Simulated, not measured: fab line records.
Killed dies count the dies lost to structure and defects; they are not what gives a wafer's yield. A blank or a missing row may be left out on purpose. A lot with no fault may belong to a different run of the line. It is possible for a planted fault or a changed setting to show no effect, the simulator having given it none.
Matching of chambers || flow nand harc || rie diel-12 running NHARC_A_CHANNEL_HOLE_D1_ETCH_38: 4 sister chambers
The step etches the open film in CF4, target depth 39 nm, time 65 s. 8 wafers are shown with their chamber, then 9 later ones without.

## WAFERS, EACH WITH ITS CHAMBER
{"wafer": "L084.4", "chamber": 1, "showerhead plenum p Torr (Torr)": 1.88, "rf vpp V (V)": 152.6}
{"wafer": "L084.6", "chamber": 1, "showerhead plenum p Torr (Torr)": 1.88, "rf vpp V (V)": 152.7}
{"wafer": "L089.1", "chamber": 2, "showerhead plenum p Torr (Torr)": 1.90, "rf vpp V (V)": 152.8}
{"wafer": "L089.2", "chamber": 0, "showerhead plenum p Torr (Torr)": 1.89, "rf vpp V (V)": 153.7}
{"wafer": "L089.5", "chamber": 3, "showerhead plenum p Torr (Torr)": 1.69, "rf vpp V (V)": 149.5}
{"wafer": "L087.1", "chamber": 0, "showerhead plenum p Torr (Torr)": 1.90, "rf vpp V (V)": 152.0}
{"wafer": "L087.2", "chamber": 3, "showerhead plenum p Torr (Torr)": 1.69, "rf vpp V (V)": 150.2}
{"wafer": "L087.4", "chamber": 2, "showerhead plenum p Torr (Torr)": 1.90, "rf vpp V (V)": 152.5}

## WAFERS WHOSE CHAMBER IS MISSING
{"wafer": "L087.3", "showerhead plenum p Torr (Torr)": 1.88, "rf vpp V (V)": 152.4}
{"wafer": "L087.5", "showerhead plenum p Torr (Torr)": 1.90, "rf vpp V (V)": 153.3}
{"wafer": "L087.6", "showerhead plenum p Torr (Torr)": 1.69, "rf vpp V (V)": 150.6}
{"wafer": "L092.1", "showerhead plenum p Torr (Torr)": 1.69, "rf vpp V (V)": 151.1}
{"wafer": "L092.3", "showerhead plenum p Torr (Torr)": 1.88, "rf vpp V (V)": 152.2}
{"wafer": "L092.4", "showerhead plenum p Torr (Torr)": 1.69, "rf vpp V (V)": 151.8}
{"wafer": "L092.2", "showerhead plenum p Torr (Torr)": 1.89, "rf vpp V (V)": 152.3}
{"wafer": "L092.5", "showerhead plenum p Torr (Torr)": 1.89, "rf vpp V (V)": 152.3}
{"wafer": "L092.6", "showerhead plenum p Torr (Torr)": 1.88, "rf vpp V (V)": 153.6}

## WHICH CHAMBER EACH WENT THROUGH
{"wafer": "L087.3", "from the rows above": 1, "in truth": 1}
{"wafer": "L087.5", "from the rows above": "can't be placed: 2 or 0", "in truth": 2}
{"wafer": "L087.6", "from the rows above": 3, "in truth": 3}
{"wafer": "L092.1", "from the rows above": 3, "in truth": 3}
{"wafer": "L092.3", "from the rows above": 1, "in truth": 1}
{"wafer": "L092.4", "from the rows above": 3, "in truth": 3}
{"wafer": "L092.2", "from the rows above": "can't be placed: 0 or 1 or 2", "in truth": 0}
{"wafer": "L092.5", "from the rows above": "can't be placed: 0 or 1 or 2", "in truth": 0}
{"wafer": "L092.6", "from the rows above": 1, "in truth": 1}
Correct placement for 6 of the 9. Unplaceable from these rows: 3, with the true chamber sitting among the candidates in 3. Wrongly placed: 0.
How it was worked out, from the rows above alone: a wafer's distance from a chamber is the root of the sum, over the readings, of the square of ((its reading less the chamber's mean) divided by the reading's scatter). If the next closest chamber is less than 2 further off than the closest, the wafer can't be placed; otherwise it belongs to the closest. The mean given for a chamber averages the wafers shown for that chamber. The scatter: take each reading less its chamber's mean, square it, sum over the shown wafers, divide by the number of wafers less the number of chambers, and take the root.
